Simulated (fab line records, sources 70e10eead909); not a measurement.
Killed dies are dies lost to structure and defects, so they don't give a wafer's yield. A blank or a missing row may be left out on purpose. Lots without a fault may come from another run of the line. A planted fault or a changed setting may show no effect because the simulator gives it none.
Which tool did it? | flow nand_harc | 24 lots, 72 wafers sampled, at 6 steps of a route of 1159

WHAT THE GAUGES READ, wafer by wafer
NHARC_P_CONTACT_INSPECT_27.
lot  | measured     | on                | raw_defect_count
L074 | day 5 16:54  | defect_inspect-01 | 195 228 269
L075 | day 5 17:43  | defect_inspect-02 | 309 325 220
L077 | day 6 10:25  | defect_inspect-02 | 277 305 279
L076 | day 6 10:44  | defect_inspect-01 | 332 223 251
L078 | day 6 12:49  | defect_inspect-01 | 323 199 433
L080 | day 6 23:50  | defect_inspect-02 | 285 389 327
L079 | day 6 23:55  | defect_inspect-01 | 160 501 198
L081 | day 7 14:26  | defect_inspect-01 | 153 359 180
L082 | day 7 23:30  | defect_inspect-02 | 346 257 350
L083 | day 8 04:07  | defect_inspect-01 | 231 308 122
L084 | day 8 11:22  | defect_inspect-02 | 422 235 162
L085 | day 8 12:32  | defect_inspect-01 | 369 191 187
L086 | day 9 07:27  | defect_inspect-02 | 209 123 104
L087 | day 9 07:58  | defect_inspect-01 | 187 142 161
L089 | day 9 09:15  | defect_inspect-01 | 247 198 510
L088 | day 9 14:47  | defect_inspect-01 | 354 178 454
L090 | day 9 23:20  | defect_inspect-02 | 175 231 317
L091 | day 9 23:39  | defect_inspect-01 | 131 94 193
L092 | day 10 11:23 | defect_inspect-01 | 429 318 298
L093 | day 10 20:56 | defect_inspect-01 | 354 478 428
L094 | day 10 20:58 | defect_inspect-01 | 111 190 164
L095 | day 11 00:31 | defect_inspect-01 | 123 339 179
L096 | day 11 01:26 | defect_inspect-01 | 351 673 373
L097 | day 11 11:02 | defect_inspect-01 | 325 199 255

NHARC_P_M0_OVL_MEAS_10: pitch 180 nm.
lot  | measured     | on         | overlay_x_nm (nm) | overlay_y_nm (nm)
L074 | day 5 17:53  | overlay-01 | -0.2 -0.1 0.0     | 0.3 0.4 -0.1
L075 | day 5 18:35  | overlay-01 | -0.8 -1.4 -0.9    | 1.5 1.2 1.2
L077 | day 6 11:23  | overlay-02 | -0.5 0.0 -0.3     | -1.2 -1.5 -1.6
L076 | day 6 11:45  | overlay-02 | -0.2 -0.4 -0.8    | -1.3 -1.0 -1.5
L078 | day 6 13:41  | overlay-01 | 0.4 0.4 0.4       | 0.4 0.6 -0.2
L080 | day 7 00:43  | overlay-02 | 0.8 0.9 0.6       | -2.0 -1.3 -1.0
L079 | day 7 00:55  | overlay-01 | 0.2 0.0 0.1       | -1.8 -1.4 -1.1
L081 | day 7 15:25  | overlay-02 | -0.5 -0.5 -0.8    | -0.1 -0.2 -0.7
L082 | day 8 00:29  | overlay-02 | -0.1 -0.1 0.6     | 0.5 1.1 1.0
L083 | day 8 05:11  | overlay-02 | -1.4 -1.3 -1.8    | -0.6 0.1 -0.2
L084 | day 8 12:21  | overlay-01 | -0.5 -0.5 -0.9    | 0.3 0.2 0.2
L085 | day 8 13:31  | overlay-01 | -2.8 -3.2 -3.6    | -0.8 -0.7 -0.7
L086 | day 9 08:26  | overlay-02 | 1.1 0.3 1.1       | -0.2 -0.7 -0.2
L087 | day 9 08:57  | overlay-02 | -1.0 -1.5 -0.6    | 0.3 -0.2 0.6
L089 | day 9 10:07  | overlay-02 | 0.3 0.9 0.6       | -0.9 -0.1 0.0
L088 | day 9 15:48  | overlay-01 | 0.1 0.3 0.2       | -0.1 0.1 -0.3
L090 | day 10 00:19 | overlay-01 | 0.1 0.9 1.0       | -0.2 -0.8 -0.4
L091 | day 10 00:39 | overlay-01 | -0.2 -0.4 -0.5    | 0.1 -0.9 0.4
L092 | day 10 12:22 | overlay-02 | -0.8 -1.1 -0.9    | 0.2 0.2 0.4
L093 | day 10 21:56 | overlay-01 | -0.6 -0.6 -0.2    | -0.6 -0.4 -0.5
L094 | day 10 22:05 | overlay-02 | 0.2 0.1 -0.3      | -0.2 -1.0 -1.0
L095 | day 11 01:30 | overlay-01 | 1.1 0.4 0.8       | -0.5 -0.3 0.1
L096 | day 11 02:26 | overlay-01 | 0.1 0.0 -0.1      | -0.1 -0.1 -0.1
L097 | day 11 12:10 | overlay-01 | -2.3 -2.7 -2.8    | 0.1 -0.6 -0.3

NHARC_P_M0_INSPECT_11.
lot  | measured     | on                | raw_defect_count
L074 | day 5 17:56  | defect_inspect-01 | 7 3 3
L075 | day 5 18:37  | defect_inspect-01 | 6 5 6
L077 | day 6 11:26  | defect_inspect-01 | 3 1 4
L076 | day 6 11:47  | defect_inspect-02 | 3 3 1
L078 | day 6 13:43  | defect_inspect-02 | 3 3 2
L080 | day 7 00:44  | defect_inspect-02 | 4 5 8
L079 | day 7 00:57  | defect_inspect-02 | 2 1 2
L081 | day 7 15:27  | defect_inspect-02 | 1 4 2
L082 | day 8 00:32  | defect_inspect-02 | 3 2 9
L083 | day 8 05:13  | defect_inspect-02 | 5 2 2
L084 | day 8 12:23  | defect_inspect-01 | 4 3 4
L085 | day 8 13:34  | defect_inspect-01 | 1 3 3
L086 | day 9 08:29  | defect_inspect-01 | 7 3 5
L087 | day 9 08:59  | defect_inspect-01 | 1 3 3
L089 | day 9 10:08  | defect_inspect-02 | 2 7 4
L088 | day 9 15:50  | defect_inspect-01 | 5 3 4
L090 | day 10 00:22 | defect_inspect-02 | 3 1 1
L091 | day 10 00:41 | defect_inspect-02 | 9 4 5
L092 | day 10 12:25 | defect_inspect-01 | 12 5 8
L093 | day 10 21:58 | defect_inspect-01 | 8 5 7
L094 | day 10 22:07 | defect_inspect-01 | 4 4 7
L095 | day 11 01:32 | defect_inspect-01 | 4 5 4
L096 | day 11 02:28 | defect_inspect-01 | 6 8 5
L097 | day 11 12:12 | defect_inspect-01 | 7 12 4

WHICH TOOL RAN EACH LOT (tool, then ch and the chambers of the sampled wafers, then the start)
lot  | NHARC_P_GATE_STRIP_101             | NHARC_P_GATE_RTA_64              | NHARC_P_CONTACT_ETCH_35
L074 | rie_diel-09 ch 0,1, day 5 04:10    | rtp_anneal-02 ch 0, day 5 10:43  | rie_diel-08 ch 0,1,3, day 5 13:53
L075 | rie_diel-09 ch 0,2, day 5 04:22    | rtp_anneal-01 ch 0, day 5 11:30  | rie_diel-06 ch 0,1,2, day 5 14:36
L077 | rie_diel-02 ch 0,1, day 5 21:05    | rtp_anneal-02 ch 0, day 6 03:12  | rie_diel-12 ch 1,2, day 6 06:27
L076 | rie_diel-02 ch 0,1,2, day 5 21:32  | rtp_anneal-02 ch 0, day 6 03:44  | rie_diel-06 ch 1,2,3, day 6 06:54
L078 | rie_diel-02 ch 0,1,3, day 6 00:19  | rtp_anneal-01 ch 0, day 6 06:18  | rie_diel-12 ch 2,3, day 6 09:33
L080 | rie_diel-09 ch 0,1,3, day 6 08:50  | rtp_anneal-01 ch 0, day 6 15:00  | rie_diel-08 ch 0,2,3, day 6 18:08
L079 | rie_diel-07 ch 0,1,2, day 6 09:05  | rtp_anneal-02 ch 0, day 6 15:21  | rie_diel-12 ch 1,2, day 6 18:31
L081 | rie_diel-07 ch 0,1,2, day 7 01:43  | rtp_anneal-01 ch 0, day 7 08:13  | rie_diel-12 ch 0,2,3, day 7 11:23
L082 | rie_diel-09 ch 0,2, day 7 09:08    | rtp_anneal-01 ch 0, day 7 15:35  | rie_diel-06 ch 0,3, day 7 18:41
L083 | rie_diel-09 ch 0,2,3, day 7 15:36  | rtp_anneal-02 ch 0, day 7 21:50  | rie_diel-08 ch 1,2,3, day 8 01:03
L084 | rie_diel-09 ch 0,1,2, day 7 20:28  | rtp_anneal-02 ch 0, day 8 02:26  | rie_diel-12 ch 0,1,3, day 8 05:35
L085 | rie_diel-09 ch 0,1,2, day 7 20:53  | rtp_anneal-01 ch 0, day 8 03:12  | rie_diel-06 ch 0,1, day 8 06:23
L086 | rie_diel-07 ch 1,2,3, day 8 11:37  | rtp_anneal-01 ch 0, day 8 18:12  | rie_diel-12 ch 0,2, day 8 21:15
L087 | rie_diel-07 ch 1,3, day 8 11:45    | rtp_anneal-02 ch 0, day 8 19:03  | rie_diel-08 ch 2,3, day 8 22:02
L089 | rie_diel-09 ch 0,1, day 8 13:39    | rtp_anneal-02 ch 0, day 8 21:50  | rie_diel-12 ch 0,1,3, day 9 00:58
L088 | rie_diel-09 ch 0,2,3, day 8 20:02  | rtp_anneal-02 ch 0, day 9 02:29  | rie_diel-06 ch 0,1, day 9 05:38
L090 | rie_diel-07 ch 2,3, day 9 04:48    | rtp_anneal-01 ch 0, day 9 11:05  | rie_diel-08 ch 1,2,3, day 9 14:06
L091 | rie_diel-07 ch 0,1,2, day 9 04:49  | rtp_anneal-02 ch 0, day 9 11:11  | rie_diel-08 ch 1,2,3, day 9 14:38
L092 | rie_diel-07 ch 0,1, day 9 20:29    | rtp_anneal-02 ch 0, day 10 02:38 | rie_diel-12 ch 0,3, day 10 05:51
L093 | rie_diel-09 ch 0,3, day 10 06:04   | rtp_anneal-01 ch 0, day 10 12:17 | rie_diel-12 ch 0,2, day 10 16:01
L094 | rie_diel-07 ch 0,2, day 10 06:25   | rtp_anneal-01 ch 0, day 10 12:31 | rie_diel-08 ch 0,2, day 10 16:10
L095 | rie_diel-09 ch 0,2,3, day 10 12:14 | rtp_anneal-01 ch 0, day 10 18:13 | rie_diel-08 ch 0,1,2, day 10 21:25
L096 | rie_diel-09 ch 0,1,3, day 10 12:37 | rtp_anneal-02 ch 0, day 10 19:10 | rie_diel-08 ch 0,3, day 10 22:25
L097 | rie_diel-09 ch 1,3, day 10 22:30   | rtp_anneal-01 ch 0, day 11 04:55 | rie_diel-08 ch 1,2, day 11 08:03
- NHARC_P_GATE_STRIP_101: strips in O2, time 20 s.
- NHARC_P_GATE_RTA_64: time 1 s.
- NHARC_P_CONTACT_ETCH_35: etches the open film in CF4, target depth 39 nm, time 65 s.

WHAT THE TOOLS THEMSELVES READ (means of the sampled wafers that have a number; where no wafer has one, the mark that the record gives instead)
NHARC_P_GATE_STRIP_101.
lot  | tool        | drypump_motor_current_A (A) | oes_product_au (a.u.) | rf_vpp_V (V) | showerhead_plenum_p_Torr (Torr) | throttle_valve_pct (%)
L074 | rie_diel-09 | 5.7                         | 1.007                 | 57.6         | 3.56                            | 17.040
L075 | rie_diel-09 | 5.8                         | 1.008                 | 59.1         | 3.67                            | 17.039
L077 | rie_diel-02 | 6.4                         | 1.002                 | 57.9         | 3.57                            | 17.031
L076 | rie_diel-02 | 6.3                         | 0.987                 | 57.7         | 3.55                            | 17.039
L078 | rie_diel-02 | 6.1                         | 0.997                 | 57.1         | 3.44                            | 17.025
L080 | rie_diel-09 | 5.6                         | 1.000                 | 57.7         | 3.63                            | 17.032
L079 | rie_diel-07 | 5.9                         | 1.005                 | 58.4         | 3.67                            | 17.040
L081 | rie_diel-07 | 5.9                         | 1.001                 | 58.6         | 3.67                            | 17.043
L082 | rie_diel-09 | 5.6                         | 0.993                 | 57.2         | 3.57                            | 17.046
L083 | rie_diel-09 | 5.5                         | 0.996                 | 57.6         | 3.64                            | 17.036
L084 | rie_diel-09 | 5.9                         | 1.004                 | 59.0         | 3.65                            | 17.037
L085 | rie_diel-09 | 5.9                         | 1.001                 | 58.3         | 3.65                            | 17.046
L086 | rie_diel-07 | 5.6                         | 0.997                 | 58.4         | 3.66                            | 17.033
L087 | rie_diel-07 | 5.5                         | 0.994                 | 58.3         | 3.57                            | 17.031
L089 | rie_diel-09 | 5.7                         | 1.013                 | 57.0         | 3.55                            | 17.033
L088 | rie_diel-09 | 5.5                         | 0.985                 | 58.9         | 3.64                            | 17.031
L090 | rie_diel-07 | 5.8                         | 1.001                 | 58.7         | 3.75                            | 17.036
L091 | rie_diel-07 | 5.9                         | 0.998                 | 57.7         | 3.66                            | 17.037
L092 | rie_diel-07 | 5.7                         | 0.997                 | 58.5         | 3.57                            | 17.039
L093 | rie_diel-09 | 5.4                         | 0.995                 | 57.8         | 3.53                            | 17.046
L094 | rie_diel-07 | 6.2                         | 0.991                 | 58.8         | 3.72                            | 17.034
L095 | rie_diel-09 | 5.5                         | 0.999                 | 57.4         | 3.63                            | 17.043
L096 | rie_diel-09 | 5.6                         | 1.000                 | 58.0         | 3.62                            | 17.035
L097 | rie_diel-09 | 5.5                         | 1.001                 | 58.1         | 3.69                            | 17.043

NHARC_P_GATE_RTA_64.
lot  | tool          | lamp_power_pct (%) | lamp_zone_1_pct (%) | wafer_temp_C_max
L074 | rtp_anneal-02 | 41                 | 41                  | 1053.0
L075 | rtp_anneal-01 | 31                 | 31                  | 1053.8
L077 | rtp_anneal-02 | 41                 | 41                  | 1053.2
L076 | rtp_anneal-02 | 41                 | 41                  | 1052.7
L078 | rtp_anneal-01 | 31                 | 31                  | 1054.5
L080 | rtp_anneal-01 | 31                 | 31                  | 1054.1
L079 | rtp_anneal-02 | 41                 | 41                  | 1053.9
L081 | rtp_anneal-01 | 31                 | 31                  | 1054.3
L082 | rtp_anneal-01 | 31                 | 31                  | 1054.8
L083 | rtp_anneal-02 | 41                 | 41                  | 1052.9
L084 | rtp_anneal-02 | 41                 | 41                  | 1052.2
L085 | rtp_anneal-01 | 31                 | 31                  | 1054.5
L086 | rtp_anneal-01 | 31                 | 31                  | 1054.6
L087 | rtp_anneal-02 | 41                 | 41                  | 1054.1
L089 | rtp_anneal-02 | 41                 | 41                  | 1053.2
L088 | rtp_anneal-02 | 41                 | 41                  | 1054.1
L090 | rtp_anneal-01 | 31                 | 31                  | 1054.2
L091 | rtp_anneal-02 | 41                 | 41                  | 1053.1
L092 | rtp_anneal-02 | 41                 | 41                  | 1053.4
L093 | rtp_anneal-01 | 31                 | 31                  | 1054.2
L094 | rtp_anneal-01 | 31                 | 31                  | 1054.9
L095 | rtp_anneal-01 | 31                 | 31                  | 1054.9
L096 | rtp_anneal-02 | 41                 | 41                  | 1052.9
L097 | rtp_anneal-01 | 31                 | 31                  | 1054.6

NHARC_P_CONTACT_ETCH_35.
lot  | tool        | drypump_motor_current_A (A) | oes_product_au (a.u.) | rf_vpp_V (V) | showerhead_plenum_p_Torr (Torr) | throttle_valve_pct (%)
L074 | rie_diel-08 | 5.9                         | 1.000                 | 152.3        | 1.77                            | 13.287
L075 | rie_diel-06 | 6.3                         | 1.008                 | 152.0        | 1.77                            | 13.286
L077 | rie_diel-12 | 5.1                         | 1.005                 | 151.4        | 1.73                            | 13.296
L076 | rie_diel-06 | 6.2                         | 1.002                 | 152.1        | 1.80                            | 13.294
L078 | rie_diel-12 | 5.7                         | 1.011                 | 152.5        | 1.85                            | 13.280
L080 | rie_diel-08 | 5.8                         | 1.001                 | 151.2        | 1.78                            | 13.288
L079 | rie_diel-12 | 5.1                         | 0.997                 | 151.0        | 1.73                            | 13.284
L081 | rie_diel-12 | 5.9                         | 1.014                 | 151.4        | 1.80                            | 13.291
L082 | rie_diel-06 | 6.1                         | 1.004                 | 151.2        | 1.74                            | 13.289
L083 | rie_diel-08 | 6.0                         | 1.003                 | 152.2        | 1.80                            | 13.290
L084 | rie_diel-12 | 5.6                         | 1.004                 | 149.8        | 1.77                            | 13.284
L085 | rie_diel-06 | 6.3                         | 0.987                 | 150.6        | 1.72                            | 13.287
L086 | rie_diel-12 | 6.1                         | 1.001                 | 150.5        | 1.74                            | 13.291
L087 | rie_diel-08 | 5.8                         | 1.015                 | 151.5        | 1.76                            | 13.289
L089 | rie_diel-12 | 5.6                         | 1.004                 | 150.9        | 1.77                            | 13.278
L088 | rie_diel-06 | 6.2                         | 0.988                 | 151.2        | 1.74                            | 13.281
L090 | rie_diel-08 | 6.0                         | 1.003                 | 151.7        | 1.80                            | 13.277
L091 | rie_diel-08 | 6.0                         | 1.001                 | 151.9        | 1.80                            | 13.282
L092 | rie_diel-12 | 5.9                         | 1.012                 | 152.9        | 1.83                            | 13.284
L093 | rie_diel-12 | 5.9                         | 1.001                 | 151.1        | 1.77                            | 13.291
L094 | rie_diel-08 | 5.9                         | 1.013                 | 151.4        | 1.79                            | 13.274
L095 | rie_diel-08 | 6.1                         | 1.004                 | 151.1        | 1.82                            | 13.285
L096 | rie_diel-08 | 5.8                         | 1.010                 | 150.4        | 1.73                            | 13.292
L097 | rie_diel-08 | 6.2                         | 1.003                 | 152.4        | 1.84                            | 13.288

THE ANSWER, worked out from the rows above alone
Rule: what is usual is taken from the lots themselves. Put in order of their means at a reading, lots are off if they are a third of the lots or fewer, leave a main group of 4 or more, and stand apart from it by a gap of 3 or more times the standard deviation of the main group's means; of several such gaps the widest counts. A main group whose means are all the same, to the digits that the tables above print for the reading, isn't used. A lot without any number at a reading at which 4 lots or more have one is off too. The other lots that the step has rows for count as sound. The gauges are gone through in route order, then the tools' own readings, and for those a lot's mean is taken as printed above. The first step at which some lot is off is used, and at that step the reading that is off furthest; a lot without a number counts as furthest.
No lot is off at any reading shown: from this, nothing can be told.

WHAT THE SIMULATOR HAD PUT IN
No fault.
